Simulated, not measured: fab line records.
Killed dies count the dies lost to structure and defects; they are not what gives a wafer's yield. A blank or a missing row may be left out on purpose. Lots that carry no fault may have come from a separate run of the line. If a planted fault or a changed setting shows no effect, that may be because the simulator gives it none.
fab line records	flow n5Finfet
[record] lots = 7	wafers = 21
route steps=1938 shown BEOL_M11@1554 BEOL_M12@1605 BEOL_M14@1716 BEOL_M15@1773
startH: hours from the record's opening day to when the first of the lot's shown wafers began	waitH: hours elapsed since this lot's preceding step	" unchanged from the row above	L1.1+2: a single row standing in for several wafers	- either no value or no given start	* or withheld: withheld	< > ~ a bound
route shown NAME@n: a module of which the file shows steps, and the number in the route of the first	usual: mean and standard deviation over wafers with no fault	same: alike in all rows	chamber/n: place in a boat	sites: each site's reading	_std_site: the values' standard deviation	_edge_site: inner sites' mean taken away from outer sites' mean	radiusMm: how far each site lies from the wafer's centre	mask NAME#n: copy n	behind: the last tool/chamber to shape the wafer	hold: why the lot went on hold/how many hours it stayed there/how the hold came to an end	device: transistor that didn't switch, given as n, p or np	end of line: the tests these same wafers got at the end of their route	a step with no rows: only its recipe	killed: count of dies lost to structure and defects at first sort (not the wafer's yield)	map: shows each die of a wafer: x if killed, . if not, _ if none is there
set.NAME: the setting that was run; set.NAME@STEP: the one run at that earlier step	model.NAME: the simulator's own value behind a step, which no gauge read
lots where settings were altered on purpose, with a table for each step and a row for each wafer
[[steps]]
[step N5_BEOL_M11_ETCH_62]
[recipe] chemistry = N2/H2	target = SOC	targetDepthA = 1100	overetchA = 220	maskMaterial = SiARC	tempC = 40	timeS = 165	ionEnergyEv = 200	pressureMtorr = 30	sourceW = 840	biasW = 150	n2FlowSccm = 200	h2FlowSccm = 200
lot.wafer	tool	chamber	startH	waitH	set.timeS
L077.2	rieDiel-02	1	244.57	0.0	184.8
L077.3+5	"	0,2	"	"	165
L078.2+3+5	rieDiel-04	1,2,0	252.83	0.0	165
L080.2	rieDiel-04	2	256.10	0.0	165
L080.3+4	"	1,2	"	"	195.7
L079.3+4+6	rieDiel-06	3,2,3	257.68	0.0	165
L086.1+2+3	rieDiel-02	3,1,2	314.91	0.0	165
L090.3+5+6	rieDiel-04	1,0,3	349.35	0.0	165
L091.1+4+6	rieDiel-02	1,2,0	351.22	0.0	165
[step N5_BEOL_M11_STRIP_68]
[recipe] chemistry = N2/H2	tempC = 40	n2FlowSccm = 200	h2FlowSccm = 200	rfFrequencyHz = 6e+07
[step N5_BEOL_M11_STRIP_67]
[recipe] chemistry = CF4	resist = SiARC	powerW = 300	biasPowerW = 75	pressureMtorr = 50	cf4FlowSccm = 150	rfFrequencyHz = 6e+07
[step N5_BEOL_M11_HM_OPEN_17]
[recipe] chemistry = Cl2/BCl3	targetDepthA = 200	overetchA = 60	target = TiN	maskMaterial = SOC	ionEnergyEv = 150	pressureMtorr = 10	icpW = 1000	biasW = 126	Cl2_flow_sccm = 53.25	bcl3FlowSccm = 21.75	Ar_flow_sccm = 25
lot.wafer	tool	chamber	startH	waitH	set.doseMj@BEOL_M11_EXPOSE_08	set.timeS@BEOL_M11_ETCH_62	model.BEOL_M11.cdOffsetNm	model.etch.depthNm
L077.2	rieMetal-01	1	244.76	0.0	56.73	184.8	2	18.08
L077.3	"	0	"	"	56.73	165	2.2	19.87
L077.5	"	1	"	"	56.73	165	2.2	19.5
L078.2	rieMetal-02	0	253.02	0.0	57.66	165	5.4	19.39
L078.3	"	1	"	"	53.75	165	-0.4	19.68
L078.5	"	1	"	"	57.66	165	4.2	20.01
L080.2	rieMetal-02	0	256.29	0.0	53.75	165	-1.2	20.2
L080.3	"	1	"	"	53.75	195.7	0.2	17.22
L080.4	"	0	"	"	53.75	195.7	-0.6	16.77
L079.3	rieMetal-02	1	257.90	0.1	53.75	165	1.6	19.79
L079.4	"	0	"	"	53.75	165	0.8	20.41
L079.6	"	0	"	"	53.75	165	1	19.95
L086.1	rieMetal-03	0	315.10	0.0	53.75	165	-1.2	20.11
L086.2	"	1	"	"	52.17	165	-2.4	19.9
L086.3	"	0	"	"	53.75	165	-1.6	20.89
L090.3	rieMetal-02	0	349.57	0.1	53.75	165	0.4	20.32
L090.5	"	0	"	"	51.78	165	-1.6	19.98
L090.6	"	1	"	"	51.78	165	-1.2	20.48
L091.1	rieMetal-03	0	351.41	0.0	53.75	165	0.6	19.46
L091.4	"	0	"	"	53.75	165	0.2	19.71
L091.6	"	0	"	"	53.75	165	1	19.98
[step N5_BEOL_M11_STRIP_19]
[recipe] chemistry = O2	powerW = 400	tempC = 40	pressureMtorr = 30	rfFrequencyHz = 6e+07	biasPowerW = 0	overashFraction = 0.2	o2FlowSccm = 225
[step N5_BEOL_M11_CD_MEAS_18]
[recipe] pitchNm = 140	targetCdNm = 70
[usual] cdNm = 69.8/0.91
lot.wafer	tool	chamber	startH	waitH	set.doseMj@BEOL_M11_EXPOSE_08	cdNm
L077.2	cdSem-03	-	244.94	0.1	56.73	72.1
L077.3	"	-	"	"	56.73	72.2
L077.5	"	-	"	"	56.73	72.8
L078.2	cdSem-02	-	253.21	0.1	57.66	75.4
L078.3	"	-	"	"	53.75	69.4
L078.5	"	-	"	"	57.66	74.2
L080.2	cdSem-03	-	256.47	0.1	53.75	69.1
L080.3	"	-	"	"	53.75	70.3
L080.4	"	-	"	"	53.75	69.1
L079.3	cdSem-02	-	258.18	0.1	53.75	71.7
L079.4	"	-	"	"	53.75	70.6
L079.6	"	-	"	"	53.75	71.1
L086.1	cdSem-01	-	315.29	0.0	53.75	68.3
L086.2	"	-	"	"	52.17	67.6
L086.3	"	-	"	"	53.75	68.2
L090.3	cdSem-03	-	349.72	0.1	53.75	70.3
L090.5	"	-	"	"	51.78	68.1
L090.6	"	-	"	"	51.78	68.7
L091.1	cdSem-02	-	351.75	0.0	53.75	70.8
L091.4	"	-	"	"	53.75	70.3
L091.6	"	-	"	"	53.75	70.7
[step N5_BEOL_M11_COAT_63]
[recipe] resist = SOC	tempC = 250	timeS = 60	spinRpm = 1500	resistThkNm = 100
[step N5_BEOL_M11_COAT_64]
[recipe] resist = SiARC	tempC = 220	timeS = 60	spinRpm = 1500	resistThkNm = 30
[step N5_BEOL_M11_PRECLEAN_42]
[recipe] chemistry = residueRemover	timeS = 60	tempC = 40
[step N5_BEOL_M11_SRD_43]
[recipe] timeS = 30	tempC = 23	rinseLiquid = diw	dry = ipaMarangoni
[step N5_BEOL_M11_CD_MEAS_35]
[recipe] targetCdNm = 70	polarity = opening
[usual] cdNm = 69.8/0.88
lot.wafer	tool	chamber	startH	waitH	set.doseMj@BEOL_M11_EXPOSE_08	cdNm
L077.2	cdSem-02	-	246.02	0.0	56.73	72.3
L077.3	"	-	"	"	56.73	72.1
L077.5	"	-	"	"	56.73	72.1
L078.2	cdSem-02	-	256.44	0.0	57.66	75.3
L078.3	"	-	"	"	53.75	69.4
L078.5	"	-	"	"	57.66	74.2
L080.2	cdSem-03	-	258.30	0.0	53.75	68.6
L080.3	"	-	"	"	53.75	70.5
L080.4	"	-	"	"	53.75	69.4
L079.3	cdSem-01	-	259.73	0.0	53.75	71.9
L079.4	"	-	"	"	53.75	70.9
L079.6	"	-	"	"	53.75	71.2
L086.1	cdSem-01	-	318.92	0.0	53.75	69.2
L086.2	"	-	"	"	52.17	67.7
L086.3	"	-	"	"	53.75	68.2
L090.3	cdSem-02	-	352.73	0.0	53.75	69.9
L090.5	"	-	"	"	51.78	68.1
L090.6	"	-	"	"	51.78	69.0
L091.1	cdSem-03	-	353.47	0.0	53.75	70.8
L091.4	"	-	"	"	53.75	69.8
L091.6	"	-	"	"	53.75	70.7
[step N5_BEOL_M12_COAT_04]
[recipe] spinRpm = 1625	resistThkNm = 400
lot.wafer	tool	chamber	startH	waitH	set.spinRpm	model.coat_of_BEOL_M12_COAT_04.thkNm
L077.2+5	lithoTrack-02	0	-	-	1625	400.6
L077.3	"	0	"	"	1492	418.6
L078.2	lithoTrack-02	0	-	-	1542	412.8
L078.3	"	0	"	"	1625	401
L078.5	"	0	"	"	1542	410.6
L080.2	lithoTrack-04	0	-	-	1773	383.8
L080.3	"	0	"	"	1773	384.4
L080.4	"	0	"	"	1625	401.4
L079.3	lithoTrack-04	0	-	-	1625	402.2
L079.4	"	0	"	"	1625	401.6
L079.6	"	0	"	"	1625	402.6
L086.1	lithoTrack-02	0	-	-	1722	388.4
L086.2	"	0	"	"	1625	399
L086.3	"	0	"	"	1625	400.2
L090.3	lithoTrack-02	0	-	-	1625	399.8
L090.5	"	0	"	"	1727	388.4
L090.6	"	0	"	"	1625	399
L091.1	lithoTrack-04	0	-	-	1625	401.4
L091.4	"	0	"	"	1625	400.2
L091.6	"	0	"	"	1625	401.6
[step N5_BEOL_M12_DESCUM_15]
[recipe] chemistry = O2	timeS = 7.9	sourcePowerW = 50	biasPowerW = 20	pressureMtorr = 20	rfFrequencyHz = 2.712e+07	tempC = 40	o2FlowSccm = 225
lot.wafer	tool	chamber	startH	waitH	set.timeS
L077.2+3	rieDiel-03	3,0	248.90	0.0	8.924
L077.5	"	0	"	"	7.9
L078.2+3+5	rieDiel-05	2,0,3	259.45	0.1	7.9
L080.2+4	rieDiel-05	3,2	260.98	0.1	8.448
L080.3	"	1	"	"	7.9
L079.3+4+6	rieDiel-01	1,0,1	265.37	0.0	7.9
L086.1+2+3	rieDiel-03	3,2,1	321.91	0.0	7.9
L090.3+5+6	rieDiel-05	0,0,3	355.78	0.0	7.9
L091.1+6	rieDiel-03	3,0	356.57	0.2	7.9
L091.4	"	1	"	"	7.338
[step N5_BEOL_M12_ETCH_59]
[recipe] chemistry = N2/H2	target = BARC	targetDepthA = 890	overetchA = 267	timeS = 67.9	ionEnergyEv = 200	pressureMtorr = 30	sourceW = 840	biasW = 150	n2FlowSccm = 200	h2FlowSccm = 200
lot.wafer	tool	chamber	startH	waitH	set.spinRpm@BEOL_M12_COAT_04	model.coat_of_BEOL_M12_COAT_04.thkNm
L077.2	rieDiel-03	3	248.94	0.0	1625	316.8
L077.3	"	0	"	"	1492	338
L077.5	"	0	"	"	1625	320.2
L078.2	rieDiel-05	2	259.49	0.0	1542	329.4
L078.3	"	0	"	"	1625	322.6
L078.5	"	3	"	"	1542	326
L080.2	rieDiel-05	3	261.01	0.0	1773	299.2
L080.3	"	1	"	"	1773	305.4
L080.4	"	2	"	"	1625	317.2
L079.3	rieDiel-01	1	265.40	0.0	1625	320.6
L079.4	"	0	"	"	1625	321.2
L079.6	"	1	"	"	1625	320.4
L086.1	rieDiel-03	3	321.94	0.0	1722	305.8
L086.2	"	2	"	"	1625	316.4
L086.3	"	1	"	"	1625	315
L090.3	rieDiel-05	0	355.81	0.0	1625	320.8
L090.5	"	0	"	"	1727	309
L090.6	"	3	"	"	1625	315.6
L091.1	rieDiel-03	3	356.61	0.0	1625	318.6
L091.4	"	1	"	"	1625	316.2
L091.6	"	0	"	"	1625	321.4
[step N5_BEOL_M14_ILD_DEP_00]
[recipe] material = SiO2	targetThkA = 11193	tempC = 400	precursor = TEOS/O2	pressureTorr = 6.5	rfW = 900	teosFlowSccm = 161.4	gas = O2	flowSccm = 2650	timeS = 237.4
lot.wafer	tool	chamber	startH	waitH	set.timeS	model.SiO2_of_BEOL_M14_ILD_DEP_00.thkNm
L077.2	pecvd-03	1	257.81	0.0	265	1232
L077.3	"	2	"	"	237.4	1105
L077.5	"	2	"	"	237.4	1134
L080.2	pecvd-01	1	279.59	0.0	237.4	1124
L080.3	"	2	"	"	247.3	1166
L080.4	"	1	"	"	247.3	1164
L078.2	pecvd-02	0	280.07	0.0	237.4	1098
L078.3	"	1	"	"	267.8	1222
L078.5	"	2	"	"	237.4	1137
L079.3	pecvd-02	2	281.92	0.0	237.4	1126
L079.4	"	0	"	"	237.4	1107
L079.6	"	2	"	"	237.4	1138
L086.1	pecvd-02	1	338.22	0.0	237.4	1074
L086.2	"	0	"	"	237.4	1099
L086.3	"	2	"	"	237.4	1113
L090.3	pecvd-02	0	368.12	0.0	219.9	1049
L090.5	"	2	"	"	219.9	1066
L090.6	"	1	"	"	237.4	1102
L091.1	pecvd-03	1	369.90	0.0	250.9	1176
L091.4	"	0	"	"	237.4	1117
L091.6	"	2	"	"	250.9	1197
[step N5_BEOL_M14_THK_MEAS_01]
[recipe] reads = SiO2_of_BEOL_M14_ILD_DEP_00
[usual] M14_ILD_THK = 1119/20
lot.wafer	tool	chamber	startH	waitH	set.timeS@BEOL_M14_ILD_DEP_00	M14_ILD_THK[nm]
L077.2	filmMetro-02	-	258.00	0.1	265	1232
L077.3	"	-	"	"	237.4	1105
L077.5	"	-	"	"	237.4	1135
L080.2	filmMetro-01	-	279.78	0.1	237.4	1123
L080.3	"	-	"	"	247.3	1166
L080.4	"	-	"	"	247.3	1163
L078.2	filmMetro-02	-	280.26	0.1	237.4	1099
L078.3	"	-	"	"	267.8	1222
L078.5	"	-	"	"	237.4	1137
L079.3	filmMetro-02	-	282.11	0.1	237.4	1126
L079.4	"	-	"	"	237.4	1107
L079.6	"	-	"	"	237.4	1138
L086.1	filmMetro-02	-	338.41	0.1	237.4	1075
L086.2	"	-	"	"	237.4	1099
L086.3	"	-	"	"	237.4	1112
L090.3	filmMetro-01	-	368.31	0.1	219.9	1049
L090.5	"	-	"	"	219.9	1067
L090.6	"	-	"	"	237.4	1101
L091.1	filmMetro-02	-	370.09	0.1	250.9	1175
L091.4	"	-	"	"	237.4	1117
L091.6	"	-	"	"	250.9	1198
[step N5_BEOL_M14_COAT_04]
[recipe] spinRpm = 1704	resistThkNm = 800
lot.wafer	tool	chamber	startH	waitH	set.spinRpm	model.coat_of_BEOL_M14_COAT_04.thkNm
L077.2	lithoTrack-04	0	-	-	1704	802.2
L077.3	"	0	"	"	1593	833
L077.5	"	0	"	"	1593	832.2
L080.2	lithoTrack-02	0	-	-	1819	771.6
L080.3	"	0	"	"	1819	773.4
L080.4	"	0	"	"	1704	799.4
L078.2	lithoTrack-02	0	-	-	1704	798.4
L078.3	"	0	"	"	1704	799.6
L078.5	"	0	"	"	1704	799.4
L079.3	lithoTrack-03	0	-	-	1704	800
L079.4	"	0	"	"	1704	795.8
L079.6	"	0	"	"	1704	800.8
L086.1	lithoTrack-03	0	-	-	1704	800
L086.2	"	0	"	"	1704	800.4
L086.3	"	0	"	"	1704	798.8
L090.3	lithoTrack-03	0	-	-	1642	813.2
L090.5	"	0	"	"	1704	796.8
L090.6	"	0	"	"	1704	800.2
L091.1	lithoTrack-03	0	-	-	1704	798.6
L091.4	"	0	"	"	1704	799
L091.6	"	0	"	"	1808	773.6
[step N5_BEOL_M14_EBR_06]
[recipe] solvent = PGMEA	ebrWidthMm = 1.5
[step N5_BEOL_M14_SOFTBAKE_05]
[recipe] tempC = 130	timeS = 60
[step N5_BEOL_M14_DESCUM_15]
[recipe] chemistry = O2	timeS = 7.9	sourcePowerW = 50	biasPowerW = 20	pressureMtorr = 20	rfFrequencyHz = 2.712e+07	tempC = 40	o2FlowSccm = 225
[step N5_BEOL_M14_ETCH_59]
[recipe] chemistry = N2/H2	target = BARC	targetDepthA = 890	overetchA = 267	timeS = 67.9	ionEnergyEv = 200	pressureMtorr = 30	sourceW = 840	biasW = 150	n2FlowSccm = 200	h2FlowSccm = 200
lot.wafer	tool	chamber	startH	waitH	set.spinRpm@BEOL_M14_COAT_04	model.coat_of_BEOL_M14_COAT_04.thkNm
L077.2	rieDiel-03	3	258.43	0.0	1704	719.4
L077.3	"	1	"	"	1593	749
L077.5	"	0	"	"	1593	752.2
L080.2	rieDiel-01	2	280.21	0.0	1819	686.6
L080.3	"	1	"	"	1819	691
L080.4	"	3	"	"	1704	720.4
L078.2	rieDiel-01	2	280.76	0.0	1704	714.4
L078.3	"	3	"	"	1704	721.2
L078.5	"	2	"	"	1704	715.4
L079.3	rieDiel-05	1	282.66	0.0	1704	720.8
L079.4+6	"	0,2	"	"	1704	717.6
L086.1	rieDiel-05	3	339.13	0.0	1704	716.6
L086.2	"	2	"	"	1704	718
L086.3	"	1	"	"	1704	720.4
L090.3	rieDiel-05	1	368.74	0.0	1642	734.4
L090.5	"	3	"	"	1704	714
L090.6	"	1	"	"	1704	721.2
L091.1	rieDiel-01	2	370.64	0.0	1704	713.2
L091.4	"	1	"	"	1704	717
L091.6	"	2	"	"	1808	687.8
[step N5_BEOL_M14_VIA_ETCH_16]
[recipe] chemistry = C4F8/O2/Ar	target = SiO2	heInnerTorr = 15	heOuterTorr = 30	targetDepthA = 12313	timeS = withheld	ionEnergyEv = 800	pressureMtorr = 20	sourceW = 1905	biasW = 2040	Ar_flow_sccm = 400	C4F8_flow_sccm = 16	O2_flow_sccm = 12	ends = cleared
lot.wafer	tool	chamber	startH	waitH	set.timeS@BEOL_M14_ILD_DEP_00	set.spinRpm@BEOL_M14_COAT_04	model.etch.depthNm	model.coat_of_BEOL_M14_COAT_04.thkNm
L077.2	rieDiel-03	3	258.48	0.0	*	1704	1232	430.8
L077.3	"	1	"	"	*	1593	1105	490.8
L077.5	"	0	"	"	*	1593	1134	492.4
L080.2	rieDiel-01	2	280.27	0.0	*	1819	1124	416.2
L080.3	"	1	"	"	*	1819	1166	413.4
L080.4	"	3	"	"	*	1704	1164	447.8
L078.2	rieDiel-01	2	280.81	0.0	*	1704	1098	450
L078.3	"	3	"	"	*	1704	1222	434.8
L078.5	"	2	"	"	*	1704	1137	442
L079.3	rieDiel-05	1	282.71	0.0	*	1704	1126	451.6
L079.4	"	0	"	"	*	1704	1107	458
L079.6	"	2	"	"	*	1704	1138	445.8
L086.1	rieDiel-05	3	339.18	0.0	*	1704	1074	460
L086.2	"	2	"	"	*	1704	1099	455.6
L086.3	"	1	"	"	*	1704	1113	454.2
L090.3	rieDiel-05	1	368.79	0.0	*	1642	1049	483.6
L090.5	"	3	"	"	*	1704	1066	459.2
L090.6	"	1	"	"	*	1704	1102	457.8
L091.1	rieDiel-01	2	370.69	0.0	*	1704	1176	430.2
L091.4	"	1	"	"	*	1704	1117	451
L091.6	"	2	"	"	*	1808	1197	399.8
[step N5_BEOL_M15_ILD_DEP_00]
[recipe] material = SiO2	targetThkA = 16293	tempC = 400	precursor = TEOS/O2	pressureTorr = 6.5	rfW = 900	teosFlowSccm = 161.4	gas = O2	flowSccm = 2650	timeS = 346.1
lot.wafer	tool	chamber	startH	waitH	set.timeS	model.SiO2_of_BEOL_M15_ILD_DEP_00.thkNm
L077.2+3	pecvd-04	1,0	271.08	0.0	346.1	1622
L077.5	"	2	"	"	346.1	1657
L080.2	pecvd-02	2	286.33	0.0	346.1	1601
L080.3	"	1	"	"	346.1	1590
L080.4	"	0	"	"	346.1	1630
L078.2	pecvd-02	0	289.07	0.0	314.6	1468
L078.3	"	2	"	"	346.1	1627
L078.5	"	1	"	"	346.1	1658
L079.3	pecvd-04	2	289.53	0.0	346.1	1607
L079.4	"	2	"	"	346.1	1627
L079.6	"	1	"	"	346.1	1639
L086.1	pecvd-04	0	344.33	0.0	377.6	1784
L086.2	"	1	"	"	346.1	1626
L086.3	"	2	"	"	346.1	1589
L090.3	pecvd-04	1	374.90	0.0	324.2	1525
L090.5	"	0	"	"	324.2	1560
L090.6	"	1	"	"	324.2	1526
L091.1	pecvd-04	2	375.92	0.0	346.1	1595
L091.4	"	2	"	"	325.2	1509
L091.6	"	1	"	"	346.1	1640
[step N5_BEOL_M15_THK_MEAS_01]
[recipe] reads = SiO2_of_BEOL_M15_ILD_DEP_00
[usual] M15_ILD_THK = 1628/25
lot.wafer	tool	chamber	startH	waitH	set.timeS@BEOL_M15_ILD_DEP_00	M15_ILD_THK[nm]
L077.2	filmMetro-01	-	271.33	0.1	346.1	1621
L077.3	"	-	"	"	346.1	1620
L077.5	"	-	"	"	346.1	1658
L080.2	filmMetro-01	-	286.58	0.1	346.1	1600
L080.3	"	-	"	"	346.1	1591
L080.4	"	-	"	"	346.1	1630
L078.2	filmMetro-01	-	289.33	0.1	314.6	1468
L078.3	"	-	"	"	346.1	1627
L078.5	"	-	"	"	346.1	1659
L079.3	filmMetro-01	-	289.78	0.1	346.1	1606
L079.4	"	-	"	"	346.1	1627
L079.6	"	-	"	"	346.1	1640
L086.1	filmMetro-02	-	344.58	0.1	377.6	1785
L086.2	"	-	"	"	346.1	1625
L086.3	"	-	"	"	346.1	1589
L090.3	filmMetro-01	-	375.15	0.1	324.2	1524
L090.5	"	-	"	"	324.2	1560
L090.6	"	-	"	"	324.2	1526
L091.1	filmMetro-02	-	376.17	0.1	346.1	1594
L091.4	"	-	"	"	325.2	1511
L091.6	"	-	"	"	346.1	1641
[[key]]
[split] step = N5_BEOL_M11_ETCH_62	setting = timeS	stated = 165	by = wafer
[response] step = N5_BEOL_M11_HM_OPEN_17	reading = model.etch.depthNm	change = -0.161	per = 1%	r = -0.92
[split] step = N5_BEOL_M12_COAT_04	setting = spinRpm	stated = 1625	by = wafer
[response] step = N5_BEOL_M12_COAT_04	reading = model.coat_of_BEOL_M12_COAT_04.thkNm	change = -1.97	per = 1%	r = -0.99
[response] step = N5_BEOL_M12_ETCH_59	reading = model.coat_of_BEOL_M12_COAT_04.thkNm	change = -1.75	per = 1%	r = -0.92
[split] step = N5_BEOL_M12_DESCUM_15	setting = timeS	stated = 7.9	by = wafer
response none clear
[split] step = N5_BEOL_M14_ILD_DEP_00	setting = timeS	stated = 237.4	by = wafer
[response] step = N5_BEOL_M14_ILD_DEP_00	reading = model.SiO2_of_BEOL_M14_ILD_DEP_00.thkNm	change = +8.77	per = 1%	r = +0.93
[response] step = N5_BEOL_M14_THK_MEAS_01	reading = M14_ILD_THK	change = +8.73	per = 1%	r = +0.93
[response] step = N5_BEOL_M14_VIA_ETCH_16	reading = model.etch.depthNm	change = +8.76	per = 1%	r = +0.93
[split] step = N5_BEOL_M14_COAT_04	setting = spinRpm	stated = 1704	by = wafer
[response] step = N5_BEOL_M14_COAT_04	reading = model.coat_of_BEOL_M14_COAT_04.thkNm	change = -4.24	per = 1%	r = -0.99
[response] step = N5_BEOL_M14_ETCH_59	reading = model.coat_of_BEOL_M14_COAT_04.thkNm	change = -4.65	per = 1%	r = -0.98
[response] step = N5_BEOL_M14_VIA_ETCH_16	reading = model.coat_of_BEOL_M14_COAT_04.thkNm	change = -6.93	per = 1%	r = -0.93
[split] step = N5_BEOL_M15_ILD_DEP_00	setting = timeS	stated = 346.1	by = wafer
[response] step = N5_BEOL_M15_ILD_DEP_00	reading = model.SiO2_of_BEOL_M15_ILD_DEP_00.thkNm	change = +19.1	per = 1%	r = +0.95
[response] step = N5_BEOL_M15_THK_MEAS_01	reading = M15_ILD_THK	change = +19.1	per = 1%	r = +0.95
split outsideThisFile step=N5_BEOL_M11_EXPOSE_08 setting=doseMj
// split outsideThisFile: this setting was split too, and the file shows its column; the key of that split is in another file
